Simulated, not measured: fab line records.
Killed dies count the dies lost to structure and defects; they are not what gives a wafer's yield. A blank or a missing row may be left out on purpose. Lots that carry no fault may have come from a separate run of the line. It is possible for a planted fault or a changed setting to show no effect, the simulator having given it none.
Check for tools in common :: flow nand harc :: 13 lots, 39 wafers sampled

== REASON FOR OPENING ==
At NHARC_END_SORT_01 the reading killed at periphery is flagged on 1 of 13 lots. Wafers without a fault read 3.0, standard deviation 2.3.
Rule: a lot is flagged when every wafer of it that has a number lies more than 4 standard deviations from that mean, or none has a number. All remaining lots are regarded as sound.

lot: L883
measured: day 19 13:35
on: prober-01
killed at periphery, wafer by wafer: 5 2 3
flag: 

lot: L882
measured: day 19 21:23
on: prober-02
killed at periphery, wafer by wafer: 2 1 1
flag: 

lot: L879
measured: day 19 21:26
on: prober-01
killed at periphery, wafer by wafer: 8 7 8
flag: 

lot: L880
measured: day 20 06:02
on: prober-01
killed at periphery, wafer by wafer: 2 3 1
flag: 

lot: L884
measured: day 20 17:20
on: prober-02
killed at periphery, wafer by wafer: 6 5 3
flag: 

lot: L887
measured: day 21 23:18
on: prober-01
killed at periphery, wafer by wafer: 643 636 645
flag: FLAGGED

lot: L890
measured: day 22 05:32
on: prober-02
killed at periphery, wafer by wafer: 4 1 4
flag: 

lot: L898
measured: day 24 00:21
on: prober-01
killed at periphery, wafer by wafer: 7 3 4
flag: 

lot: L897
measured: day 24 05:10
on: prober-02
killed at periphery, wafer by wafer: 5 2 7
flag: 

lot: L899
measured: day 24 07:20
on: prober-01
killed at periphery, wafer by wafer: 4 1 1
flag: 

lot: L896
measured: day 24 12:55
on: prober-02
killed at periphery, wafer by wafer: 5 10 5
flag: 

lot: L901
measured: day 24 23:37
on: prober-02
killed at periphery, wafer by wafer: 2 0 3
flag: 

lot: L900
measured: day 25 07:42
on: prober-01
killed at periphery, wafer by wafer: 4 6 4
flag: 
Averaged over the flagged lots the numbers come to 641.3, +638.3 from the usual (+99 or more standard deviations).

== WHICH TOOL RAN EACH LOT ==
Before the reading, the record contains 2 process steps out of a 1159-step route. In each cell: the tool, then ch and the chambers that the sampled wafers went through, then the start.
lot: L883
flag: 
NHARC_P_GATE_EXPOSE_88: krf scanner-01 ch 0, day 6 11:46
NHARC_P_GATE_RTA_82: rtp anneal-02 ch 0, day 6 14:47

lot: L882
flag: 
NHARC_P_GATE_EXPOSE_88: krf scanner-01 ch 0, day 6 11:06
NHARC_P_GATE_RTA_82: rtp anneal-02 ch 0, day 6 14:16

lot: L879
flag: 
NHARC_P_GATE_EXPOSE_88: krf scanner-01 ch 0, day 5 12:55
NHARC_P_GATE_RTA_82: rtp anneal-02 ch 0, day 5 15:56

lot: L880
flag: 
NHARC_P_GATE_EXPOSE_88: krf scanner-01 ch 0, day 6 00:56
NHARC_P_GATE_RTA_82: rtp anneal-02 ch 0, day 6 04:00

lot: L884
flag: 
NHARC_P_GATE_EXPOSE_88: krf scanner-04 ch 0, day 7 03:54
NHARC_P_GATE_RTA_82: rtp anneal-02 ch 0, day 7 07:04

lot: L887
flag: FLAGGED
NHARC_P_GATE_EXPOSE_88: krf scanner-04 ch 0, day 7 19:37
NHARC_P_GATE_RTA_82: rtp anneal-01 ch 0, day 7 22:45

lot: L890
flag: 
NHARC_P_GATE_EXPOSE_88: krf scanner-01 ch 0, day 8 14:28
NHARC_P_GATE_RTA_82: rtp anneal-02 ch 0, day 8 18:02

lot: L898
flag: 
NHARC_P_GATE_EXPOSE_88: krf scanner-03 ch 0, day 10 11:14
NHARC_P_GATE_RTA_82: rtp anneal-01 ch 0, day 10 14:46

lot: L897
flag: 
NHARC_P_GATE_EXPOSE_88: krf scanner-04 ch 0, day 10 03:48
NHARC_P_GATE_RTA_82: rtp anneal-01 ch 0, day 10 08:01

lot: L899
flag: 
NHARC_P_GATE_EXPOSE_88: krf scanner-03 ch 0, day 10 10:02
NHARC_P_GATE_RTA_82: rtp anneal-01 ch 0, day 10 13:22

lot: L896
flag: 
NHARC_P_GATE_EXPOSE_88: krf scanner-03 ch 0, day 10 04:14
NHARC_P_GATE_RTA_82: rtp anneal-02 ch 0, day 10 08:07

lot: L901
flag: 
NHARC_P_GATE_EXPOSE_88: krf scanner-03 ch 0, day 10 20:20
NHARC_P_GATE_RTA_82: rtp anneal-01 ch 0, day 10 23:25

lot: L900
flag: 
NHARC_P_GATE_EXPOSE_88: krf scanner-01 ch 0, day 10 20:01
NHARC_P_GATE_RTA_82: rtp anneal-02 ch 0, day 10 23:07
What the steps here do:
- NHARC_P_GATE_EXPOSE_88: exposes mask P HVN, target cd 2000 nm.
- NHARC_P_GATE_RTA_82: time 30 s.
- NHARC_END_SORT_01

== FLAGGED OVER TOTAL, TOOL BY TOOL (the gauges that took the reading come last) ==
step: NHARC_P_GATE_EXPOSE_88
tool: krf scanner-01
lots run: 6
flagged: 0
share of the flagged lots: none
sound lots run after its first flagged lot: -

step: NHARC_P_GATE_EXPOSE_88
tool: krf scanner-03
lots run: 4
flagged: 0
share of the flagged lots: none
sound lots run after its first flagged lot: -

step: NHARC_P_GATE_EXPOSE_88
tool: krf scanner-04
lots run: 3
flagged: 1
share of the flagged lots: all
sound lots run after its first flagged lot: 1 (L897)

step: NHARC_P_GATE_RTA_82
tool: rtp anneal-01
lots run: 5
flagged: 1
share of the flagged lots: all
sound lots run after its first flagged lot: 4 (L897,L899,L898,L901)

step: NHARC_P_GATE_RTA_82
tool: rtp anneal-02
lots run: 8
flagged: 0
share of the flagged lots: none
sound lots run after its first flagged lot: -

step: NHARC_END_SORT_01
tool: prober-01
lots run: 7
flagged: 1
share of the flagged lots: all
sound lots run after its first flagged lot: 3 (L898,L899,L900)

step: NHARC_END_SORT_01
tool: prober-02
lots run: 6
flagged: 0
share of the flagged lots: none
sound lots run after its first flagged lot: -

== THE TABLE: WHAT IT ALLOWS ==
In the table, 3 rows ran each flagged lot (krf scanner-04 at NHARC_P_GATE_EXPOSE_88; rtp anneal-01 at NHARC_P_GATE_RTA_82; prober-01 at NHARC_END_SORT_01).
- krf scanner-04 at NHARC_P_GATE_EXPOSE_88 ran 3 lots, 1 of them flagged. Lots that were sound ran on it after the first flagged one (L897); a persistent fault on the entire tool would not allow that.
- rtp anneal-01 at NHARC_P_GATE_RTA_82 ran 5 lots, 1 of them flagged. Lots that were sound ran on it after the first flagged one (L897, L899, L898, L901); a persistent fault on the entire tool would not allow that.
- prober-01 at NHARC_END_SORT_01 ran 7 lots, 1 of them flagged. Lots that were sound ran on it after the first flagged one (L898, L899, L900); a persistent fault on the entire tool would not allow that.
Not one row of the table ran every flagged lot while running no sound lot after the first.

== WHAT THE SIMULATOR HAD PUT IN ==
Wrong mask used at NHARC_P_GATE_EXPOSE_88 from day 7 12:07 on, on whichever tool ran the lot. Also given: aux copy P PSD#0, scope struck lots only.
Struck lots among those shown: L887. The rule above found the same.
